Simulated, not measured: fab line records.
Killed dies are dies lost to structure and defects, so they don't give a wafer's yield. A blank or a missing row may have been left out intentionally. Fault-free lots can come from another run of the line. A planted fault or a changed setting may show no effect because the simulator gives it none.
The same fault as seen by 3 desks + flow n5Finfet + each desk has only its own numbers; what lay behind them comes last

== THE METROLOGY DESK ==
Lot by lot, what the gauges showed, no matter which tool ran the lot: averages of those sampled wafers that carry a number. Marked OUT: a lot whose mean sits more than 4 standard deviations from the usual mean, which makes it out of limits; the brackets give that distance. Readings shown: 7 of its 11, picked as those furthest out on some lot.
Columns: A = VG_OVL at N5_MOL_CONTACT_COAG_OVL_MEAS_85, usual 0.2 nm; B = DIBL_P at N5_BEOL_M4_RC_MEAS_101, usual 36.7 mV/V; C = IOFF_N at N5_BEOL_M4_RC_MEAS_101, usual 0.17 nA/um; D = ION_N at N5_BEOL_M4_RC_MEAS_101, usual 674 uA/um; E = ION_P at N5_BEOL_M4_RC_MEAS_101, usual 461 uA/um; F = SS_N at N5_BEOL_M4_RC_MEAS_101, usual 71.7 mV/dec; G = VT_P at N5_BEOL_M4_RC_MEAS_101, usual -250 mV
| lot  | first seen here | A    | B    | C    | D   | E   | F    | G    |
|------|-----------------|------|------|------|-----|-----|------|------|
| L926 | day 6 03:10     | 0.0  | 37.7 | 0.16 | 670 | 454 | 72.0 | -252 |
| L928 | day 6 17:24     | 0.1  | 39.6 | 0.23 | 688 | 456 | 72.6 | -252 |
| L934 | day 8 06:59     | -0.7 | 37.3 | 0.17 | 678 | 468 | 71.8 | -248 |
| L935 | day 8 13:59     | -0.2 | 37.4 | 0.17 | 679 | 455 | 71.7 | -253 |
| L939 | day 9 12:41     | -0.4 | 35.9 | 0.15 | 669 | 463 | 71.3 | -251 |
| L941 | day 9 20:22     | 0.5  | 35.6 | 0.16 | 679 | 467 | 71.8 | -246 |
This desk found nothing out of limits on any of the 6 lots.

== THE DEFECT DESK ==
What the inspections along the route counted, lot by lot: means of the sampled wafers that have a number. Marked OUT: a lot whose mean sits more than 4 standard deviations from the usual mean, which makes it out of limits; the brackets give that distance.
Columns: A = rawDefectCount at N5_MOL_CONTACT_COAG_INSPECT_57, usual 209
| lot  | first seen here | A   |
|------|-----------------|-----|
| L926 | day 6 03:13     | 249 |
| L928 | day 6 17:27     | 253 |
| L934 | day 8 07:02     | 180 |
| L935 | day 8 14:15     | 174 |
| L939 | day 9 12:44     | 222 |
| L941 | day 9 20:24     | 231 |
This desk found nothing out of limits on any of the 6 lots.

== DESK OF THE TOOL OWNER: rieDiel-04 ==
The tool's own readings at N5_MOL_CONTACT_COAG_VIA_ETCH_46 (etches SiO2 in C4F6/O2, target depth 46 nm, overetch 9.2 nm, time 40 s): means of the sampled wafers that have a number, for each lot that ran on this tool. Marked OUT: a lot whose mean sits more than 4 standard deviations from the usual mean, which makes it out of limits; the brackets give that distance.
Columns: A = drypumpMotorCurrentA at N5_MOL_CONTACT_COAG_VIA_ETCH_46, usual 5.5 A; B = oesProductAu at N5_MOL_CONTACT_COAG_VIA_ETCH_46, usual 0.69 a.u.; C = rfVppV at N5_MOL_CONTACT_COAG_VIA_ETCH_46, usual 1585 V; D = showerheadPlenumPTorr at N5_MOL_CONTACT_COAG_VIA_ETCH_46, usual 2.82 Torr; E = throttleValvePct at N5_MOL_CONTACT_COAG_VIA_ETCH_46, usual 40.8 %
| lot  | first seen here | A   | B    | C    | D    | E    |
|------|-----------------|-----|------|------|------|------|
| L926 | day 6 04:28     | 5.1 | 0.70 | 1584 | 2.89 | 40.9 |
| L934 | day 8 07:34     | 5.0 | 0.72 | 1590 | 2.86 | 40.9 |
| L935 | day 8 15:04     | 5.2 | 0.73 | 1614 | 2.74 | 40.5 |
This desk found nothing out of limits on any of the 3 lots.

== PUT TOGETHER ==
Nothing out of limits was seen by the metrology desk.
Nothing the defect desk looked at was out of limits.
Nothing out of limits was seen by the tool owner's desk.

== WHAT THE SIMULATOR HAD PUT IN ==
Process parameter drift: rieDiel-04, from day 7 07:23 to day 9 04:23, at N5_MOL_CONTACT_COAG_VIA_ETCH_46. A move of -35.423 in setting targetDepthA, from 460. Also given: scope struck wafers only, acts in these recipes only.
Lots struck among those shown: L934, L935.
